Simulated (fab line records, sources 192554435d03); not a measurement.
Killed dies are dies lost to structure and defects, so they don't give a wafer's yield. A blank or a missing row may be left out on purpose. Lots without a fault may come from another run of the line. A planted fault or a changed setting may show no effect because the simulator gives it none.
A struck lot beside a sound one | flow n5_finfet | 26 steps out of a route of 1938
Sound: wafers L994.1, L994.4, L994.5. Struck: wafers L106.1, L106.3, L106.4. The cause comes at the end.
At each step with rows: each side's tool, then ch and its chambers, then its first start. Under that, the readings that differ: sound wafers | struck wafers | difference of the means | sigmas: that difference in standard deviations of wafers without a fault.
alike: readings whose means differ by less than 2 such deviations, and words and numbers that are the same on both sides. not compared: withheld readings, readings that some wafer has no value for, bounds like >300 that may hide the same value, and numbers for which the record gives no deviation and whose values overlap.
The two part at a step that has a row with sigmas, a row that says differs or no value, or rows on one side only. Numbers that don't overlap but have no deviation are shown without sigmas and don't part them. A reading that every wafer of one side lacks parts them only if that side has two wafers or more.

first, 1 step without rows for these wafers: N5_BEOL_M4_PRE_CLEAN_56 (time 15 s).
N5_BEOL_M4_DEP_57: deposits SiCN from 3MS/NH3, target thk 8 nm, time 14 s.
  sound on pecvd-04 ch 0,1,2, day 8 10:41; struck on pecvd-04 ch 0,1, day 11 13:37
  alike: showerhead_plenum_p_Torr, throttle_valve_pct
N5_BEOL_M4_RS_MEAS_58: measures by four-point-probe.
  sound on film_metro-01, day 8 10:45; struck on film_metro-01, day 11 13:41
  alike: M4_RS
N5_BEOL_M4_INSPECT_59: inspects for defects (darkfield).
  sound on defect_inspect-02, day 8 10:47; struck on defect_inspect-01, day 11 13:43
  alike: raw_defect_count
N5_BEOL_M4_RC_MEAS_101:
  sound on prober-01 ch 0, day 8 10:48; struck on prober-02 ch 0, day 11 13:45
  alike: DIBL_N, DIBL_P, IOFF_N, IOFF_P, ION_N, ION_P, SS_N, SS_P, VT_N, VT_P
N5_BEOL_M5_ILD_DEP_00: deposits SiCOH lowk from DEMS/porogen, target thk 140.64 nm, time 25.9 s.
  sound on pecvd-04 ch 0,1,2, day 8 11:47; struck on pecvd-03 ch 0,1, day 11 14:43
  alike: heater_power_w, showerhead_plenum_p_Torr, throttle_valve_pct
N5_BEOL_M5_CURE_79: cures SiCOH lowk, time 240 s.
  sound on uv_cure-03 ch 2, day 8 11:50; struck on uv_cure-02 ch 0, day 11 14:47
  reading          | sound             | struck            | difference | sigmas
  wafer_temp_C_max | 387.6 388.8 386.9 | 386.6 386.6 386.5 | -1.2       | -2
  alike: lamp_power_pct
N5_BEOL_M5_THK_MEAS_01:
  sound on film_metro-01, day 8 12:21; struck on film_metro-01, day 11 15:18
  alike: M5_ILD_THK
then, 1 step without rows for these wafers: N5_BEOL_M5_PECVD_70 (deposits SiO2 from TEOS/O2, target thk 16 nm, time 18 s).
N5_BEOL_M5_HM_DEP_02: deposits TiN, target thk 20 nm.
  sound on pvd_sputter-03, day 8 13:29; struck on pvd_sputter-02, day 11 15:41
  alike: chamber_pressure_pa, throttle_valve_pct
then, 2 steps without rows for these wafers: N5_BEOL_M5_COAT_59 (time 60 s, resist thk 60 nm); N5_BEOL_M5_COAT_60 (time 60 s, resist thk 12 nm).
N5_BEOL_M5_COAT_71: time 60 s, resist thk 5 nm.
  sound on litho_track-01 ch 0, day 8 13:37; struck on litho_track-01 ch 0, day 11 15:49
  reading                                         | sound                | struck               | difference | sigmas
  spin_speed_rpm (rpm)                            | 1499.5 1499.8 1499.4 | 1744.1 1745.4 1743.0 | +244.6     | +99 or more
  model.underlayer_of_BEOL_M5_COAT_71.thk_nm (nm) | 5 5 5                | 4.6 4.6 4.6          | -0.4       |
  alike: heater_power_total_W, plate_temp_C
then, 6 steps without rows for these wafers: N5_BEOL_M5_COAT_05 (resist thk 30 nm); N5_BEOL_M5_EBR_07; N5_BEOL_M5_SOFTBAKE_06 (time 60 s); N5_BEOL_M5_EXPOSE_08 (exposes mask M5, target cd 28 nm); N5_BEOL_M5_PEB_09 (peb time 60 s); N5_BEOL_M5_DEVELOP_10 (develop time 30 s).
N5_BEOL_M5_CD_MEAS_11: target cd 27.74 nm.
  sound on cd_sem-03 ch 0, day 8 13:52; struck on cd_sem-02 ch 0, day 11 16:12
  alike: cd_nm
N5_BEOL_M5_OVL_MEAS_12:
  sound on overlay-02 ch 0, day 8 13:54; struck on overlay-01 ch 0, day 11 16:14
  alike: M5_OVL
N5_BEOL_M5_INSPECT_13: inspects for defects (brightfield).
  sound on defect_inspect-02, day 8 13:58; struck on defect_inspect-01, day 11 16:17
  alike: raw_defect_count
then, 1 step without rows for these wafers: N5_BEOL_M5_DESCUM_16 (chemistry O2, time 7 s).
N5_BEOL_M5_ETCH_72: etches underlayer in N2/H2, target depth 6.5 nm, time 5.2 s.
  sound on rie_diel-03 ch 0,1,3, day 8 14:02; struck on rie_diel-01 ch 0,1,3, day 11 16:22
  reading                  | sound             | struck            | difference | sigmas
  model.etch.depth_nm (nm) | 4.988 4.995 5.002 | 4.639 4.624 4.634 | -0.363     |
  alike: drypump_motor_current_A, etch_rf_on_time_s, oes_product_au, rf_vpp_V, showerhead_plenum_p_Torr, throttle_valve_pct
  not compared: rf_hours_counter_h
N5_BEOL_M5_ETCH_61: etches SiARC in CF4, target depth 15.6 nm, time 26 s.
  sound on rie_diel-03 ch 0,1,3, day 8 14:03; struck on rie_diel-01 ch 0,1,3, day 11 16:22
  alike: drypump_motor_current_A, etch_rf_on_time_s, oes_product_au, rf_vpp_V, showerhead_plenum_p_Torr, throttle_valve_pct
  not compared: rf_hours_counter_h
-- the record jumps here: 4 days lie between the struck wafers' starts before and after (it left off in module BEOL_M5 and takes up again in module PASSIVATION, whose first step shown is number 1936 of the route) --
N5_PASSIVATION_PROBE_49:
  sound on prober-01, day 13 05:15; struck on prober-02, day 15 13:15
  alike: defect_limited_yield, killed_at_M0_to_M3, killed_at_M4_up, killed_at_contacts, killed_at_front_end, killed_at_other, killed_dies, killed_open, killed_short, sort_bin_5_function, sort_bin_6_memory, sort_bin_8_speed, sort_n_pass, sort_yield_pct

WHERE THEY PART
First at N5_BEOL_M5_CURE_79; last, within this record, at N5_BEOL_M5_COAT_71. Later steps at which nothing parts them and some readings are alike: N5_BEOL_M5_CD_MEAS_11, N5_BEOL_M5_OVL_MEAS_12, N5_BEOL_M5_INSPECT_13, N5_BEOL_M5_ETCH_72, N5_BEOL_M5_ETCH_61, N5_PASSIVATION_PROBE_49.

WHY: what the simulator had put in
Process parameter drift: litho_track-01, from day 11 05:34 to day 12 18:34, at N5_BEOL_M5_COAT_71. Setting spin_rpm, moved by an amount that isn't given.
